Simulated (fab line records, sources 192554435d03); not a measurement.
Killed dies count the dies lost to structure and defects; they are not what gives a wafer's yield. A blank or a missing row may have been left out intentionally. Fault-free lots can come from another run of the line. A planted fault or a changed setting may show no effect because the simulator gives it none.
fab line records    flow n5-finfet
[record] lots = 10  wafers = 30  last-day = 18
route steps=1938 shown BEOL_M4@1111 BEOL_M14@1753 PASSIVATION@1936
lots with no fault: from the same line, run without faults
start-h: hours from the record's opening day to when the first of the lot's shown wafers began    wait-h: hours since the lot's step before    " repeats the value in the row above    L1.1+2: a single row standing in for several wafers    - value missing, or start not given    * or withheld: withheld    < > ~ a bound
route shown NAME@n: NAME is a module with steps in the file, n the number in the route of the first one    usual: mean/standard deviation taken from wafers without a fault    same: alike in all rows    chamber/n: place in a boat    sites: readings site by site    _std_site: how widely they spread, as a standard deviation    _edge_site: outer sites' mean less inner sites'    radius-mm: for every site, how far away it sits from the centre of the wafer    mask NAME#n: copy n    behind: the tool/chamber that last shaped the wafer    hold: why the lot was held/for how many hours/how that ended    device: whichever transistor did not switch (one of n, p or np)    end of line: at the end of the route, the tests of the same wafers    a step with no rows: only its recipe    killed: dies that structure and defects cost at the first sort, which is not the same as the wafer's yield    map: a wafer's dies, x killed, . not, _ none there
set.NAME: the setting as run; set.NAME@STEP: as run at that earlier step    model.NAME: the simulator's own value behind a step, which no gauge read
one table for each step of the route and one row for each wafer, over a sample of lots
services: from which hour (start-h, from the record's first day; less than 0 if before it) a tool's chamber was out of use, for how many hours, and why
[[steps]]
[step N5_BEOL_M4_RC_MEAS_101]
[usual] DIBL_N = 36.0/2  DIBL_P = 36.2/2.2  IOFF_N = 0.16/0.034  IOFF_P = 0.21/0.04  ION_N = 675/12  ION_P = 463/7.2  SS_N = 71.6/0.6  SS_P = 73.3/0.67  VT_N = 250/3  VT_P = -251/3.4
lot.wafer  tool       chamber  start-h  wait-h  DIBL_N[mV/V]  DIBL_P[mV/V]  IOFF_N[nA/um]  IOFF_P[nA/um]  ION_N[uA/um]  ION_P[uA/um]  SS_N[mV/dec]  SS_P[mV/dec]  VT_N[mV]  VT_P[mV]
L123.3     prober-02  0        169.71   0.3     37.7          36.6          0.17           0.21           670           452           72.3          74.3          251       -252
L123.4     "          0        "        "       35.6          34.6          0.12           0.18           662           457           72.2          73.1          253       -255
L123.6     "          0        "        "       35.6          34.4          0.14           0.18           650           451           71.8          73.6          250       -256
L126.1     prober-02  0        193.11   0.0     36.7          38.3          0.18           0.23           680           465           71.9          72.7          249       -249
L126.2     "          0        "        "       34.7          36.3          0.15           0.20           669           461           71.4          72.7          251       -252
L126.6     "          0        "        "       35.8          37.5          0.16           0.21           669           460           71.4          72.5          248       -252
L127.3     prober-02  0        198.35   0.3     35.2          35.2          0.14           0.18           681           460           71.1          73.5          251       -251
L127.5     "          0        "        "       36.7          36.1          0.16           0.18           673           455           71.7          72.3          251       -254
L127.6     "          0        "        "       34.6          35.2          0.13           0.17           665           461           70.6          72.1          250       -252
L128.2     prober-02  0        215.35   0.2     34.2          32.2          0.12           0.14           656           450           71.6          72.6          253       -257
L128.3     "          0        "        "       31.3          29.9          0.10           0.12           651           447           70.8          72.2          254       -256
L128.6     "          0        "        "       34.5          33.6          0.13           0.16           661           454           70.8          72.6          250       -257
L130.1     prober-01  0        217.68   0.0     38.6          39.9          0.24           0.29           697           474           72.4          74.3          242       -245
L130.3     "          0        "        "       36.6          37.6          0.20           0.25           680           462           71.6          73.6          245       -248
L130.6     "          0        "        "       37.7          38.0          0.22           0.26           693           470           72.3          73.6          245       -248
L133.1     prober-02  0        234.64   0.0     35.9          37.2          0.18           0.21           686           464           71.9          73.5          248       -253
L133.4     "          0        "        "       36.1          37.2          0.19           0.22           687           464           71.7          73.9          248       -251
L133.6     "          0        "        "       36.6          37.4          0.19           0.22           688           462           72.1          73.7          248       -252
L134.2     prober-01  0        242.75   0.2     40.9          40.8          0.20           0.26           700           469           71.1          75.2          247       -249
L134.3     "          0        "        "       40.6          40.0          0.20           0.25           687           466           71.7          74.1          247       -249
L134.4     "          0        "        "       39.4          38.3          0.18           0.22           697           470           71.0          74.0          249       -250
L142.2     prober-02  0        275.28   0.2     35.3          36.7          0.16           0.24           681           470           71.8          73.5          248       -247
L142.4     "          0        "        "       39.6          39.8          0.24           0.31           696           475           73.1          74.0          248       -246
L142.5     "          0        "        "       34.0          33.5          0.14           0.20           660           460           71.3          72.9          251       -250
L140.2     prober-02  0        279.87   0.2     34.0          35.0          0.12           0.19           664           466           70.8          73.1          256       -253
L140.4     "          0        "        "       35.0          35.1          0.13           0.19           669           453           71.7          73.5          253       -253
L140.5     "          0        "        "       33.0          33.5          0.11           0.17           653           459           70.2          72.1          256       -252
L143.3     prober-02  0        309.24   0.3     38.0          38.2          0.18           0.23           675           462           71.4          74.1          250       -248
L143.4     "          0        "        "       38.9          39.1          0.20           0.27           683           470           72.0          74.2          248       -247
L143.5     "          0        "        "       38.2          38.4          0.18           0.23           682           469           72.5          74.7          248       -247
[step N5_BEOL_M14_TRENCH_ETCH_34]
[recipe] chemistry = C4F8/O2/Ar  target = SiO2  target-depth-a = 5566.5  mask-material = SOC  he-inner-torr = 15  he-outer-torr = 30  time-s = 126.9  ion-energy-ev = 800  pressure-mtorr = 20  source-w = 1905  bias-w = 2040  Ar_flow_sccm = 400  C4F8_flow_sccm = 16  O2_flow_sccm = 12
[usual] O2_flow_sccm = 11.99/0.032  chamber-pressure-mTorr = 19.999/0.018  drypump-motor-current-A = 5.6/0.49  he-inner-torr = 15.002/0.029  oes-product-au = 0.77/0.056  rf-fwd-power-W = 1898/5.9  rf-vpp-V = 2222/38  showerhead-plenum-p-Torr = 3.40/0.11  throttle-valve-pct = 30.97/0.17
[same] time-s = 126.9
lot.wafer  tool         chamber  start-h  wait-h  O2_flow_sccm  chamber-pressure-mTorr  drypump-motor-current-A  he-inner-torr  oes-product-au  rf-fwd-power-W  rf-hours-counter-h  rf-vpp-V  showerhead-plenum-p-Torr  throttle-valve-pct
L123.3     rie-diel-04  0        244.63   0.0     11.99         19.995                  6.1                      15.050         0.83            1891            65                  2223      3.37                      31.01
L123.4     "            2        "        "       11.94         19.996                  4.7                      14.977         0.84            1899            69                  2247      3.47                      30.61
L123.6     "            1        "        "       12.00         19.984                  5.4                      14.985         0.74            1905            -                   2195      3.29                      31.01
L127.3     rie-diel-02  1        269.57   0.0     12.04         20.023                  6.2                      14.953         0.73            1901            175                 2195      3.30                      30.99
L127.5     "            0        "        "       11.99         20.007                  5.2                      14.993         0.67            1898            -                   2224      3.41                      31.05
L127.6     "            1        "        "       11.97         19.975                  6.2                      14.986         0.73            1898            -                   2195      3.30                      30.99
L126.1     rie-diel-01  2        269.67   0.0     11.98         19.976                  5.6                      14.986         0.74            1888            153                 2257      3.44                      30.88
L126.2     "            0        "        "       12.01         19.980                  6.2                      14.994         0.81            1895            100                 2161      3.33                      30.91
L126.6     "            0        "        "       11.97         19.985                  6.3                      15.013         0.81            1898            -                   2159      3.33                      30.91
L130.1     rie-diel-02  0        306.14   0.0     11.97         19.985                  5.3                      14.974         0.66            1900            237                 2226      3.41                      31.06
L130.3     "            2        "        "       12.00         19.995                  5.7                      15.045         0.83            1898            88                  2139      3.35                      31.27
L130.6     "            1        "        "       11.99         20.006                  6.1                      14.996         0.72            1893            -                   2195      3.29                      31.00
L133.1     rie-diel-04  2        321.65   0.0     11.94         19.994                  4.7                      14.963         0.81            1901            94                  2246      3.46                      30.65
L133.4     "            0        "        "       11.97         20.011                  6.1                      14.990         0.79            1889            -                   2225      3.36                      31.03
L133.6     "            2        "        "       12.02         19.989                  4.7                      14.996         0.80            1901            -                   2247      3.46                      30.64
L128.2     rie-diel-04  1        336.86   0.0     11.95         20.017                  5.4                      15.023         0.72            1912            187                 2193      3.28                      31.06
L128.3     "            2        "        "       12.04         20.005                  4.8                      15.012         0.81            1901            98                  2246      3.46                      30.65
L128.6     "            0        "        "       12.00         20.038                  6.1                      14.977         0.79            1904            -                   2223      3.36                      31.05
L134.2     rie-diel-02  3        347.29   0.0     12.01         19.987                  5.9                      14.975         0.72            1895            190                 2270      3.57                      30.68
L134.3     "            0        "        "       11.99         19.964                  5.2                      15.050         0.65            1905            248                 2224      3.40                      31.05
L134.4     "            1        "        "       11.96         19.975                  6.2                      15.025         0.70            1905            198                 2193      3.28                      31.01
L142.2     rie-diel-01  3        375.30   0.0     11.96         19.998                  6.2                      14.933         0.72            1893            180                 2262      3.30                      30.93
L142.4     "            1        "        "       12.01         20.009                  5.1                      14.968         0.83            1886            68                  2239      3.61                      30.95
L142.5     "            2        "        "       11.95         20.018                  5.6                      15.022         0.71            1892            -                   2257      3.42                      30.92
L140.2     rie-diel-04  3        377.29   0.0     11.98         19.986                  5.5                      15.009         0.78            1909            112                 2252      3.49                      31.18
L140.4     "            1        "        "       11.98         19.989                  5.4                      15.050         0.72            1902            200                 2192      3.27                      31.06
L140.5     "            2        "        "       11.99         19.989                  4.8                      15.060         0.79            1903            -                   2246      3.45                      30.69
L143.3     rie-diel-01  1        403.98   0.0     11.97         20.023                  5.1                      14.987         0.81            1897            77                  2239      3.61                      30.96
L143.4     "            3        "        "       12.01         20.001                  6.2                      14.977         0.71            1896            191                 2263      3.30                      30.96
L143.5     "            0        "        "       11.94         19.990                  6.3                      15.049         0.76            1905            -                   2159      3.31                      30.94
[step N5_BEOL_M14_SPUTTER_45]
[recipe] material = Cu  target-thk-a = 1000  temp-c = -20  bias-v = 60  power-w = 26000  chamber-pressure-pa = 0.13  time-s = 16.67
[usual] chuck-sensor-temp-C = -15.8/0.44  throttle-valve-pct = 30.1/0.95
[same] time-s = 16.67
lot.wafer  tool            chamber  start-h  wait-h  chuck-sensor-temp-C  throttle-valve-pct
L123.3     pvd-sputter-03  -        246.62   0.0     -15.7                29.6
L123.4     "               -        "        "       -16.5                29.4
L123.6     "               -        "        "       -15.6                29.9
L127.3     pvd-sputter-02  -        271.40   0.0     -15.8                30.3
L127.5     "               -        "        "       -16.3                30.6
L127.6     "               -        "        "       -15.8                30.3
L126.1     pvd-sputter-03  -        271.49   0.0     -16.5                29.5
L126.2     "               -        "        "       -15.6                29.7
L126.6     "               -        "        "       -16.2                28.2
L130.1     pvd-sputter-01  -        308.11   0.0     -15.3                30.7
L130.3     "               -        "        "       -16.1                29.2
L130.6     "               -        "        "       -14.9                30.0
L133.1     pvd-sputter-03  -        324.16   0.0     -16.6                29.4
L133.4     "               -        "        "       -15.4                30.4
L133.6     "               -        "        "       -16.3                28.1
L128.2     pvd-sputter-02  -        338.89   0.0     -15.3                31.8
L128.3     "               -        "        "       -16.5                30.6
L128.6     "               -        "        "       -15.4                29.5
L134.2     pvd-sputter-02  -        353.58   0.0     -16.2                30.6
L134.3     "               -        "        "       -15.6                29.2
L134.4     "               -        "        "       -15.5                31.8
L142.2     pvd-sputter-03  -        377.95   0.0     -15.8                29.3
L142.4     "               -        "        "       -16.3                28.3
L142.5     "               -        "        "       -15.5                30.3
L140.2     pvd-sputter-01  -        378.56   0.0     -16.0                28.8
L140.4     "               -        "        "       -16.2                31.4
L140.5     "               -        "        "       -16.2                29.2
L143.3     pvd-sputter-03  -        408.61   0.0     -15.5                30.1
L143.4     "               -        "        "       -16.4                29.5
L143.5     "               -        "        "       -15.8                29.9
[step N5_BEOL_M14_ANNEAL_48]
[recipe] temp-c = 225  time-s = 90  ambient = N2
[usual] anneal-temp-c-max = 226.5/0.33  wafer_temp_C_max = 225.89/0.25
[same] time-s = 90
lot.wafer  tool           chamber  start-h  wait-h  anneal-temp-c-max  wafer_temp_C_max
L123.3     rtp-anneal-01  0        247.43   0.6     226.1              226.17
L123.4     "              0        "        "       226.5              226.03
L123.6     "              0        "        "       226.1              226.15
L127.3     rtp-anneal-01  0        272.34   0.7     226.9              226.22
L127.5     "              0        "        "       226.4              226.43
L127.6     "              0        "        "       226.5              226.01
L126.1     rtp-anneal-02  0        272.84   1.2     227.0              226.04
L126.2     "              0        "        "       226.4              225.87
L126.6     "              0        "        "       227.0              225.76
L130.1     rtp-anneal-02  0        308.42   0.1     226.4              226.03
L130.3     "              0        "        "       226.6              225.75
L130.6     "              0        "        "       226.7              226.28
L133.1     rtp-anneal-01  0        324.46   0.1     226.3              225.73
L133.4     "              0        "        "       226.2              225.65
L133.6     "              0        "        "       226.5              225.88
L128.2     rtp-anneal-01  0        339.25   0.2     225.9              226.15
L128.3     "              0        "        "       226.1              226.04
L128.6     "              0        "        "       226.0              226.39
L134.2     rtp-anneal-02  0        353.93   0.2     226.4              225.76
L134.3     "              0        "        "       226.3              225.38
L134.4     "              0        "        "       227.1              225.92
L142.2     rtp-anneal-02  0        378.30   0.2     226.2              226.10
L142.4     "              0        "        "       227.4              225.36
L142.5     "              0        "        "       227.0              225.74
L140.2     rtp-anneal-01  0        378.91   0.2     226.4              226.35
L140.4     "              0        "        "       226.2              225.83
L140.5     "              0        "        "       226.2              226.12
L143.3     rtp-anneal-02  0        409.13   0.3     226.2              225.94
L143.4     "              0        "        "       226.8              225.52
L143.5     "              0        "        "       227.0              225.56
[step N5_BEOL_M14_DEP_53]
[recipe] material = SiCN  target-thk-a = 500  temp-c = withheld  precursor = 3MS/NH3  pressure-torr = 3  rf-w = 675  time-s = 17.8
[usual] chamber-pressure-Torr = 3.001/0.0065  rf-fwd-power-W = 667/3.2  showerhead-plenum-p-Torr = 4.167/0.022  throttle-valve-pct = 17.8/0.91  time-s = 17.8/0
lot.wafer  tool      chamber  start-h  wait-h  chamber-pressure-Torr  rf-fwd-power-W  showerhead-plenum-p-Torr  throttle-valve-pct  time-s
L123.3     pecvd-04  1        248.21   0.0     3.010                  666             4.169                     18.7                17.8
L123.4     "         0        "        "       2.992                  666             4.202                     16.9                17.8
L123.6     "         1        "        "       3.005                  663             4.183                     18.4                17.8
L127.3     pecvd-02  0        273.47   0.0     -                      -               -                         -                   -
L127.5     "         1        "        "       -                      -               -                         -                   -
L127.6     "         0        "        "       -                      -               -                         -                   -
L126.1     pecvd-01  1        273.49   0.0     -                      -               -                         -                   -
L126.2     "         0        "        "       -                      -               -                         -                   -
L126.6     "         0        "        "       -                      -               -                         -                   -
L130.1     pecvd-01  0        309.17   0.0     -                      -               -                         -                   -
L130.3     "         2        "        "       -                      -               -                         -                   -
L130.6     "         1        "        "       -                      -               -                         -                   -
L133.1     pecvd-02  2        325.12   0.0     3.004                  670             4.182                     16.6                17.8
L133.4     "         1        "        "       2.995                  665             4.124                     17.9                17.8
L133.6     "         2        "        "       3.008                  672             4.178                     16.3                17.8
L128.2     pecvd-01  2        339.86   0.0     2.996                  657             4.162                     16.5                17.8
L128.3     "         1        "        "       2.992                  670             4.160                     18.9                17.8
L128.6     "         1        "        "       3.004                  672             4.166                     19.2                17.8
L134.2     pecvd-02  2        354.54   0.0     2.992                  669             4.191                     16.3                17.8
L134.3     "         0        "        "       2.988                  668             4.150                     19.0                17.8
L134.4     "         0        "        "       2.998                  665             4.140                     18.8                17.8
L142.2     pecvd-02  2        378.91   0.0     2.994                  672             4.181                     16.4                17.8
L142.4     "         2        "        "       3.002                  668             4.187                     16.3                17.8
L142.5     "         0        "        "       2.999                  667             4.148                     18.9                17.8
L140.2     pecvd-02  2        379.52   0.0     3.006                  671             4.186                     16.5                17.8
L140.4     "         1        "        "       3.007                  666             4.129                     18.4                17.8
L140.5     "         2        "        "       3.007                  670             4.182                     16.3                17.8
L143.3     pecvd-02  0        409.73   0.0     3.009                  669             4.140                     18.7                17.8
L143.4     "         2        "        "       3.008                  668             4.185                     16.6                17.8
L143.5     "         2        "        "       3.010                  670             4.187                     16.3                17.8
[step N5_PASSIVATION_PROBE_49]
[usual] defect-limited-yield = 91.5/1.5  killed_at_M0_to_M3 = 33/10  killed_at_M4_up = 15/6.4  killed-at-contacts = 12/5.4  killed-at-front-end = 38/9.8  killed-at-other = 4/3.1  killed-dies = 101/18  killed-on-rim = 13/3.9  killed-open = 67/14  killed-short = 33/7.9  sort_bin_5_function = 5.0/1  sort_bin_6_memory = 3.2/0.67  sort-n-pass = 1079/18  sort-yield-pct = 91.5/1.5
[same] gross-dies = 1180  killed-at-back-side = 0  sort_bin_4_leakage[%] = 0  sort_bin_8_speed[%] = 0
lot.wafer  tool       chamber  start-h  wait-h  defect-limited-yield[%]  killed_at_M0_to_M3  killed_at_M4_up  killed-at-contacts  killed-at-front-end  killed-at-other  killed-dies  killed-on-rim  killed-open  killed-short  sort_bin_5_function[%]  sort_bin_6_memory[%]  sort-n-pass  sort-yield-pct[%]
L130.1     prober-02  -        330.82   0.0     0                        50                  1068             12                  50                   0                1180         152            112          35            95.3                    4.4                   0            0
L130.3     prober-02  -        330.92   0.1     0                        35                  1065             28                  46                   6                1180         152            102          40            95.3                    4.2                   0            0
L130.6     prober-02  -        331.07   0.3     0                        41                  1074             4                   58                   3                1180         152            88           46            95.0                    4.7                   0            0
// killed by level:class
L130.1 BEOL_M14:area-dep=1033 FIN_SAQP:geometric-particle:open=19 BEOL_M4:geometric-particle:open=19 BEOL_M3:geometric-particle:open=14 FIN_SAQP:geometric-particle:short=11 BEOL_M1:geometric-particle:open=11 BEOL_M0_SAQP:geometric-particle:open=10 STI_FIN_REVEAL:geometric-particle:open=8
L130.3 BEOL_M14:area-dep=1036 MOL_CONTACT_COAG:geometric-particle:open=26 BEOL_M4:geometric-particle:open=12 BEOL_M0_SAQP:geometric-particle:open=11 GATE_CUT:geometric-particle:short=10 FIN_SAQP:geometric-particle:open=7 BEOL_M0_SAQP:geometric-particle:short=7 STI_FIN_REVEAL:geometric-particle:open=6
L130.6 BEOL_M14:area-dep=1044 FIN_SAQP:geometric-particle:open=18 FIN_SAQP:geometric-particle:short=14 BEOL_M4:geometric-particle:open=14 BEOL_M0_SAQP:geometric-particle:short=11 STI_FIN_REVEAL:geometric-particle:open=10 BEOL_M0_SAQP:geometric-particle:open=9 BEOL_M3:geometric-particle:open=8
[[services]]
tool            chamber  start-h  hours  kind
rie-diel-04     1        221.06   3.8    repair
rie-diel-01     2        231.74   9.0    repair
pecvd-04        2        233.81   14.8   repair
pecvd-04        -        237.05   0.8    repair
pecvd-04        -        264.72   2.1    repair
pecvd-02        2        268.35   5.5    scheduled-down
pvd-sputter-01  -        272.12   7.8    repair
rie-diel-04     1        279.28   15.5   repair
rie-diel-01     3        303.58   4.3    repair
pecvd-01        0        318.38   5.5    scheduled-down
rie-diel-04     1        320.36   8.2    repair
pvd-sputter-01  -        353.12   1.8    repair
rie-diel-02     0        353.56   -      clean
rie-diel-02     0        353.56   -      consumable-replace:focus-ring
rie-diel-02     0        353.56   21.8   scheduled-down
rie-diel-02     0        353.56   21.8   vent-cycle
rie-diel-04     -        354.93   2.8    pm
pecvd-02        1        383.62   -      clean
pecvd-02        1        383.62   -      consumable-replace:showerhead
pecvd-02        1        383.62   29.0   scheduled-down
pecvd-02        1        383.62   29.0   vent-cycle
rie-diel-02     2        384.68   51.3   repair
pecvd-02        -        385.94   0.4    repair
pvd-sputter-03  -        400.63   1.9    repair
[[key]]
[first-sign] step = N5_BEOL_M14_DEP_53  reading = tool-record  direction = missing
[effect] step = N5_PASSIVATION_PROBE_49  reading = killed_at_M4_up  direction = up  sigmas = 99+  usual = 15  struck = 1069
[more-kills-born-at] N5_BEOL_M14_DEP_53@pecvd-01 = 3113
met-at N5_BEOL_M14_DEP_53
struck-lots L126,L127,L130
rows-end L126.1,L126.2,L126.6,L127.3,L127.5,L127.6
later-rows-left-out L130.1,L130.3,L130.6
not-acting-at N5_BEOL_M14_TRENCH_ETCH_34,N5_BEOL_M14_SPUTTER_45,N5_BEOL_M14_ANNEAL_48
[earlier-fault] kind = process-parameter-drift  tool = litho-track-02  chamber = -  onset-h = 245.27  steps = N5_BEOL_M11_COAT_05  channel = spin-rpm  offset = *  shape = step  acts-in = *  stated = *
[fault] kind = skipped-step-whole  tool = pecvd-01,pecvd-02  chamber = -  onset-h = 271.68  steps = N5_BEOL_M14_DEP_53  scope = struck-lots-only
// later-rows-left-out: the simulator's readings of these wafers behind a module that went badly wrong aren't trusted and aren't shown, but for the sort
// rows-end: these wafers met a further fault down the route, and their rows from its step on are left out
